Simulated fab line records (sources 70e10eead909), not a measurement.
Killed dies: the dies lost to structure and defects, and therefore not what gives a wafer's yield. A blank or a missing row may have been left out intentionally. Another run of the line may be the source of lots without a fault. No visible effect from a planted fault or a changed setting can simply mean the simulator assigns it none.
Which tool was responsible? || flow nand_harc || 36 wafers from 12 lots sampled at 5 of the route's 1159 steps

## WHAT THE GAUGES SHOWED, per wafer
NHARC_P_CONTACT_CD_MEAS_12: the cd target is 90 nm. Usual: cd_nm 89.6 nm, standard deviation 0.67.
{"lot": "L638", "measured": "day 5 17:34", "on": "cd_sem-02", "cd_nm (nm)": "90.0 90.6 90.2", "flag": ""}
{"lot": "L639", "measured": "day 6 00:12", "on": "cd_sem-03", "cd_nm (nm)": "90.4 89.0 89.8", "flag": ""}
{"lot": "L640", "measured": "day 6 00:43", "on": "cd_sem-03", "cd_nm (nm)": "89.2 88.7 89.4", "flag": ""}
{"lot": "L641", "measured": "day 6 15:03", "on": "cd_sem-01", "cd_nm (nm)": "89.7 90.0 89.6", "flag": ""}
{"lot": "L642", "measured": "day 6 15:42", "on": "cd_sem-02", "cd_nm (nm)": "89.7 89.1 88.8", "flag": ""}
{"lot": "L643", "measured": "day 6 21:48", "on": "cd_sem-02", "cd_nm (nm)": "89.3 88.7 89.2", "flag": ""}
{"lot": "L644", "measured": "day 6 21:28", "on": "cd_sem-03", "cd_nm (nm)": "90.4 89.7 90.7", "flag": ""}
{"lot": "L647", "measured": "day 7 18:49", "on": "cd_sem-02", "cd_nm (nm)": "84.6 84.0 84.8", "flag": "OFF"}
{"lot": "L658", "measured": "day 10 06:21", "on": "cd_sem-03", "cd_nm (nm)": "88.4 88.7 88.8", "flag": ""}
{"lot": "L657", "measured": "day 10 06:58", "on": "cd_sem-01", "cd_nm (nm)": "90.6 91.2 89.8", "flag": ""}
{"lot": "L660", "measured": "day 11 00:20", "on": "cd_sem-03", "cd_nm (nm)": "88.7 89.1 89.3", "flag": ""}
{"lot": "L661", "measured": "day 11 14:37", "on": "cd_sem-03", "cd_nm (nm)": "90.2 90.0 89.8", "flag": ""}

## EACH LOT AND THE TOOL THAT RAN IT (in order: tool; ch and the chambers of the sampled wafers; start)
{"lot": "L638", "NHARC_P_GATE_STRIP_108": "rie_diel-07 ch 0,3, day 4 21:46", "NHARC_P_GATE_DESCUM_61": "rie_diel-07 ch 0,1,2, day 5 11:27", "NHARC_P_CONTACT_DEP_00": "pecvd-02 ch 1,2, day 5 17:25 or earlier", "NHARC_P_CONTACT_EXPOSE_09": "arfi_scanner-01 ch 0, day 5 17:25"}
{"lot": "L639", "NHARC_P_GATE_STRIP_108": "rie_diel-11 ch 1,2,3, day 5 04:28", "NHARC_P_GATE_DESCUM_61": "rie_diel-11 ch 2,3, day 5 17:35", "NHARC_P_CONTACT_DEP_00": "pecvd-02 ch 0,1,2, day 6 00:04 or earlier", "NHARC_P_CONTACT_EXPOSE_09": "arfi_scanner-02 ch 0, day 6 00:04"}
{"lot": "L640", "NHARC_P_GATE_STRIP_108": "rie_diel-11 ch 0,1,2, day 5 04:54", "NHARC_P_GATE_DESCUM_61": "rie_diel-07 ch 2,3, day 5 18:28", "NHARC_P_CONTACT_DEP_00": "pecvd-02 ch 1,2, day 6 00:34 or earlier", "NHARC_P_CONTACT_EXPOSE_09": "arfi_scanner-01 ch 0, day 6 00:34"}
{"lot": "L641", "NHARC_P_GATE_STRIP_108": "rie_diel-11 ch 1,3, day 5 19:35", "NHARC_P_GATE_DESCUM_61": "rie_diel-11 ch 1,2, day 6 08:43", "NHARC_P_CONTACT_DEP_00": "pecvd-04 ch 0,1,2, day 6 14:55 or earlier", "NHARC_P_CONTACT_EXPOSE_09": "arfi_scanner-02 ch 0, day 6 14:55"}
{"lot": "L642", "NHARC_P_GATE_STRIP_108": "rie_diel-07 ch 0,1,2, day 5 20:16", "NHARC_P_GATE_DESCUM_61": "rie_diel-05 ch 0,2, day 6 09:11", "NHARC_P_CONTACT_DEP_00": "pecvd-02 ch 0,1,2, day 6 15:34 or earlier", "NHARC_P_CONTACT_EXPOSE_09": "arfi_scanner-03 ch 0, day 6 15:34"}
{"lot": "L643", "NHARC_P_GATE_STRIP_108": "rie_diel-05 ch 0,2,3, day 6 00:20", "NHARC_P_GATE_DESCUM_61": "rie_diel-11 ch 0,2,3, day 6 15:32", "NHARC_P_CONTACT_DEP_00": "pecvd-02 ch 0,1, day 6 21:40 or earlier", "NHARC_P_CONTACT_EXPOSE_09": "arfi_scanner-01 ch 0, day 6 21:40"}
{"lot": "L644", "NHARC_P_GATE_STRIP_108": "rie_diel-11 ch 0,1,2, day 6 01:01", "NHARC_P_GATE_DESCUM_61": "rie_diel-05 ch 0,1,2, day 6 15:07", "NHARC_P_CONTACT_DEP_00": "pecvd-04 ch 1,2, day 6 21:20 or earlier", "NHARC_P_CONTACT_EXPOSE_09": "arfi_scanner-01 ch 0, day 6 21:20"}
{"lot": "L647", "NHARC_P_GATE_STRIP_108": "rie_diel-05 ch 0,3, day 6 23:22", "NHARC_P_GATE_DESCUM_61": "rie_diel-07 ch 1,2, day 7 12:19", "NHARC_P_CONTACT_DEP_00": "pecvd-01 ch 1,2, day 7 18:40 or earlier", "NHARC_P_CONTACT_EXPOSE_09": "arfi_scanner-01 ch 0, day 7 18:40"}
{"lot": "L658", "NHARC_P_GATE_STRIP_108": "rie_diel-11 ch 1,2,3, day 9 10:36", "NHARC_P_GATE_DESCUM_61": "rie_diel-07 ch 0,1,3, day 9 23:46", "NHARC_P_CONTACT_DEP_00": "pecvd-02 ch 0,1,2, day 10 06:13 or earlier", "NHARC_P_CONTACT_EXPOSE_09": "arfi_scanner-01 ch 0, day 10 06:13"}
{"lot": "L657", "NHARC_P_GATE_STRIP_108": "rie_diel-07 ch 0,2,3, day 9 11:06", "NHARC_P_GATE_DESCUM_61": "rie_diel-11 ch 0,1,2, day 10 00:04", "NHARC_P_CONTACT_DEP_00": "pecvd-04 ch 0,2, day 10 06:50 or earlier", "NHARC_P_CONTACT_EXPOSE_09": "arfi_scanner-02 ch 0, day 10 06:50"}
{"lot": "L660", "NHARC_P_GATE_STRIP_108": "rie_diel-05 ch 0,2, day 10 02:19", "NHARC_P_GATE_DESCUM_61": "rie_diel-05 ch 0,2, day 10 18:05", "NHARC_P_CONTACT_DEP_00": "pecvd-04 ch 0,1, day 11 00:12 or earlier", "NHARC_P_CONTACT_EXPOSE_09": "arfi_scanner-02 ch 0, day 11 00:12"}
{"lot": "L661", "NHARC_P_GATE_STRIP_108": "rie_diel-11 ch 1,2, day 10 19:16", "NHARC_P_GATE_DESCUM_61": "rie_diel-07 ch 0,1,3, day 11 08:29", "NHARC_P_CONTACT_DEP_00": "pecvd-04 ch 1,2, day 11 14:29 or earlier", "NHARC_P_CONTACT_EXPOSE_09": "arfi_scanner-03 ch 0, day 11 14:29"}
- NHARC_P_GATE_STRIP_108: strips in O2.
- NHARC_P_GATE_DESCUM_61: chemistry O2, time 3 s.
- NHARC_P_CONTACT_DEP_00: deposits SiO2, target thk 500 nm.
- NHARC_P_CONTACT_EXPOSE_09: exposes mask P CA, target cd 90 nm.

## WHAT THE TOOLS THEMSELVES READ (means of the sampled wafers that have a number; where no wafer has one, the mark that the record gives instead)
NHARC_P_GATE_STRIP_108. Usual: drypump_motor_current_A 5.8 A, standard deviation 0.42; oes_product_au 0.999 a.u., standard deviation 0.0097; rf_vpp_V 57.8 V, standard deviation 0.91; showerhead_plenum_p_Torr 3.53 Torr, standard deviation 0.15; throttle_valve_pct 17.036 %, standard deviation 0.0099.
{"lot": "L638", "tool": "rie_diel-07", "drypump_motor_current_A (A)": 5.4, "oes_product_au (a.u.)": 0.988, "rf_vpp_V (V)": 58.8, "showerhead_plenum_p_Torr (Torr)": 3.69, "throttle_valve_pct (%)": 17.035, "flag": ""}
{"lot": "L639", "tool": "rie_diel-11", "drypump_motor_current_A (A)": 5.7, "oes_product_au (a.u.)": 0.991, "rf_vpp_V (V)": 58.0, "showerhead_plenum_p_Torr (Torr)": 3.49, "throttle_valve_pct (%)": 17.028, "flag": ""}
{"lot": "L640", "tool": "rie_diel-11", "drypump_motor_current_A (A)": 5.9, "oes_product_au (a.u.)": 0.996, "rf_vpp_V (V)": 57.9, "showerhead_plenum_p_Torr (Torr)": 3.39, "throttle_valve_pct (%)": 17.046, "flag": ""}
{"lot": "L641", "tool": "rie_diel-11", "drypump_motor_current_A (A)": 5.5, "oes_product_au (a.u.)": 1.000, "rf_vpp_V (V)": 58.0, "showerhead_plenum_p_Torr (Torr)": 3.59, "throttle_valve_pct (%)": 17.042, "flag": ""}
{"lot": "L642", "tool": "rie_diel-07", "drypump_motor_current_A (A)": 6.3, "oes_product_au (a.u.)": 0.998, "rf_vpp_V (V)": 57.6, "showerhead_plenum_p_Torr (Torr)": 3.62, "throttle_valve_pct (%)": 17.037, "flag": ""}
{"lot": "L643", "tool": "rie_diel-05", "drypump_motor_current_A (A)": 5.6, "oes_product_au (a.u.)": 0.998, "rf_vpp_V (V)": 57.6, "showerhead_plenum_p_Torr (Torr)": 3.57, "throttle_valve_pct (%)": 17.041, "flag": ""}
{"lot": "L644", "tool": "rie_diel-11", "drypump_motor_current_A (A)": 5.9, "oes_product_au (a.u.)": 0.999, "rf_vpp_V (V)": 57.8, "showerhead_plenum_p_Torr (Torr)": 3.39, "throttle_valve_pct (%)": 17.029, "flag": ""}
{"lot": "L647", "tool": "rie_diel-05", "drypump_motor_current_A (A)": 5.5, "oes_product_au (a.u.)": 0.999, "rf_vpp_V (V)": 57.8, "showerhead_plenum_p_Torr (Torr)": 3.60, "throttle_valve_pct (%)": 17.033, "flag": ""}
{"lot": "L658", "tool": "rie_diel-11", "drypump_motor_current_A (A)": 5.7, "oes_product_au (a.u.)": 0.998, "rf_vpp_V (V)": 57.6, "showerhead_plenum_p_Torr (Torr)": 3.47, "throttle_valve_pct (%)": 17.032, "flag": ""}
{"lot": "L657", "tool": "rie_diel-07", "drypump_motor_current_A (A)": 5.9, "oes_product_au (a.u.)": 0.999, "rf_vpp_V (V)": 58.5, "showerhead_plenum_p_Torr (Torr)": 3.65, "throttle_valve_pct (%)": 17.041, "flag": ""}
{"lot": "L660", "tool": "rie_diel-05", "drypump_motor_current_A (A)": 5.6, "oes_product_au (a.u.)": 0.982, "rf_vpp_V (V)": 57.9, "showerhead_plenum_p_Torr (Torr)": 3.46, "throttle_valve_pct (%)": 17.046, "flag": ""}
{"lot": "L661", "tool": "rie_diel-11", "drypump_motor_current_A (A)": 5.9, "oes_product_au (a.u.)": 0.990, "rf_vpp_V (V)": 57.1, "showerhead_plenum_p_Torr (Torr)": 3.37, "throttle_valve_pct (%)": 17.037, "flag": ""}

NHARC_P_GATE_DESCUM_61. Usual: drypump_motor_current_A 5.9 A, standard deviation 0.52; oes_product_au 0.999 a.u., standard deviation 0.01; rf_vpp_V 57.9 V, standard deviation 0.85; showerhead_plenum_p_Torr 1.94 Torr, standard deviation 0.083; throttle_valve_pct 11.312 %, standard deviation 0.0085.
{"lot": "L638", "tool": "rie_diel-07", "drypump_motor_current_A (A)": 6.3, "oes_product_au (a.u.)": 1.000, "rf_vpp_V (V)": 58.6, "showerhead_plenum_p_Torr (Torr)": 1.97, "throttle_valve_pct (%)": 11.310, "flag": ""}
{"lot": "L639", "tool": "rie_diel-11", "drypump_motor_current_A (A)": 5.6, "oes_product_au (a.u.)": 0.987, "rf_vpp_V (V)": 58.3, "showerhead_plenum_p_Torr (Torr)": 1.95, "throttle_valve_pct (%)": 11.316, "flag": ""}
{"lot": "L640", "tool": "rie_diel-07", "drypump_motor_current_A (A)": 5.7, "oes_product_au (a.u.)": 0.993, "rf_vpp_V (V)": 57.5, "showerhead_plenum_p_Torr (Torr)": 2.04, "throttle_valve_pct (%)": 11.312, "flag": ""}
{"lot": "L641", "tool": "rie_diel-11", "drypump_motor_current_A (A)": 5.7, "oes_product_au (a.u.)": 1.010, "rf_vpp_V (V)": 58.5, "showerhead_plenum_p_Torr (Torr)": 1.82, "throttle_valve_pct (%)": 11.308, "flag": ""}
{"lot": "L642", "tool": "rie_diel-05", "drypump_motor_current_A (A)": 5.5, "oes_product_au (a.u.)": 1.004, "rf_vpp_V (V)": 58.1, "showerhead_plenum_p_Torr (Torr)": 1.92, "throttle_valve_pct (%)": 11.310, "flag": ""}
{"lot": "L643", "tool": "rie_diel-11", "drypump_motor_current_A (A)": 5.8, "oes_product_au (a.u.)": 1.002, "rf_vpp_V (V)": 57.6, "showerhead_plenum_p_Torr (Torr)": 1.90, "throttle_valve_pct (%)": 11.309, "flag": ""}
{"lot": "L644", "tool": "rie_diel-05", "drypump_motor_current_A (A)": 5.6, "oes_product_au (a.u.)": 0.999, "rf_vpp_V (V)": 57.0, "showerhead_plenum_p_Torr (Torr)": 1.93, "throttle_valve_pct (%)": 11.297, "flag": ""}
{"lot": "L647", "tool": "rie_diel-07", "drypump_motor_current_A (A)": 6.6, "oes_product_au (a.u.)": 1.017, "rf_vpp_V (V)": 58.1, "showerhead_plenum_p_Torr (Torr)": 2.00, "throttle_valve_pct (%)": 11.311, "flag": ""}
{"lot": "L658", "tool": "rie_diel-07", "drypump_motor_current_A (A)": 5.7, "oes_product_au (a.u.)": 1.001, "rf_vpp_V (V)": 58.2, "showerhead_plenum_p_Torr (Torr)": 1.98, "throttle_valve_pct (%)": 11.313, "flag": ""}
{"lot": "L657", "tool": "rie_diel-11", "drypump_motor_current_A (A)": 5.9, "oes_product_au (a.u.)": 1.001, "rf_vpp_V (V)": 57.5, "showerhead_plenum_p_Torr (Torr)": 1.82, "throttle_valve_pct (%)": 11.310, "flag": ""}
{"lot": "L660", "tool": "rie_diel-05", "drypump_motor_current_A (A)": 5.6, "oes_product_au (a.u.)": 0.981, "rf_vpp_V (V)": 58.6, "showerhead_plenum_p_Torr (Torr)": 1.88, "throttle_valve_pct (%)": 11.316, "flag": ""}
{"lot": "L661", "tool": "rie_diel-07", "drypump_motor_current_A (A)": 5.7, "oes_product_au (a.u.)": 0.985, "rf_vpp_V (V)": 57.9, "showerhead_plenum_p_Torr (Torr)": 1.98, "throttle_valve_pct (%)": 11.319, "flag": ""}

NHARC_P_CONTACT_DEP_00. Usual: heater_power_w 568 W, standard deviation 72; throttle_valve_pct 16.0 %, standard deviation 0.51.
{"lot": "L638", "tool": "pecvd-02", "heater_power_w (W)": 632, "throttle_valve_pct (%)": 16.2, "flag": ""}
{"lot": "L639", "tool": "pecvd-02", "heater_power_w (W)": 559, "throttle_valve_pct (%)": 16.2, "flag": ""}
{"lot": "L640", "tool": "pecvd-02", "heater_power_w (W)": 612, "throttle_valve_pct (%)": 16.2, "flag": ""}
{"lot": "L641", "tool": "pecvd-04", "heater_power_w (W)": 648, "throttle_valve_pct (%)": 15.8, "flag": ""}
{"lot": "L642", "tool": "pecvd-02", "heater_power_w (W)": 561, "throttle_valve_pct (%)": 16.3, "flag": ""}
{"lot": "L643", "tool": "pecvd-02", "heater_power_w (W)": 521, "throttle_valve_pct (%)": 16.2, "flag": ""}
{"lot": "L644", "tool": "pecvd-04", "heater_power_w (W)": 626, "throttle_valve_pct (%)": 15.5, "flag": ""}
{"lot": "L647", "tool": "pecvd-01", "heater_power_w (W)": 554, "throttle_valve_pct (%)": 16.2, "flag": ""}
{"lot": "L658", "tool": "pecvd-02", "heater_power_w (W)": 558, "throttle_valve_pct (%)": 16.0, "flag": ""}
{"lot": "L657", "tool": "pecvd-04", "heater_power_w (W)": 604, "throttle_valve_pct (%)": 15.8, "flag": ""}
{"lot": "L660", "tool": "pecvd-04", "heater_power_w (W)": 660, "throttle_valve_pct (%)": 15.7, "flag": ""}
{"lot": "L661", "tool": "pecvd-04", "heater_power_w (W)": 636, "throttle_valve_pct (%)": 15.8, "flag": ""}

## THE ANSWER, worked out from the rows above alone
Rule: take the mean of a lot's wafers that have a number; if it is more than 3 standard deviations from the usual mean, the lot is off. Also off: a lot with no number at a reading for which 4 or more lots have one. Where the step has rows for the other lots, those lots are counted as sound. The gauges are gone through in route order, then the tools' own readings, and for those a lot's mean is taken as printed above. At the first step where some lot is off, the reading lying furthest off is the one used; lots without a number count as furthest.
Off: L647, at NHARC_P_CONTACT_CD_MEAS_12 (cd_nm).
A tool fits if, at a process step before that reading, it ran every lot that is off, and no sound lot after the first of them. The gauges at NHARC_P_CONTACT_CD_MEAS_12 are tried like those tools. Because NHARC_P_CONTACT_DEP_00 lacks a start for some lots, the hours and order of its lots are taken from NHARC_P_CONTACT_EXPOSE_09. Undecided on this evidence; 2 tools fit (pecvd-01 at NHARC_P_CONTACT_DEP_00, cd_sem-02 at NHARC_P_CONTACT_CD_MEAS_12).

## WHAT HAD BEEN PUT IN BY THE SIMULATOR
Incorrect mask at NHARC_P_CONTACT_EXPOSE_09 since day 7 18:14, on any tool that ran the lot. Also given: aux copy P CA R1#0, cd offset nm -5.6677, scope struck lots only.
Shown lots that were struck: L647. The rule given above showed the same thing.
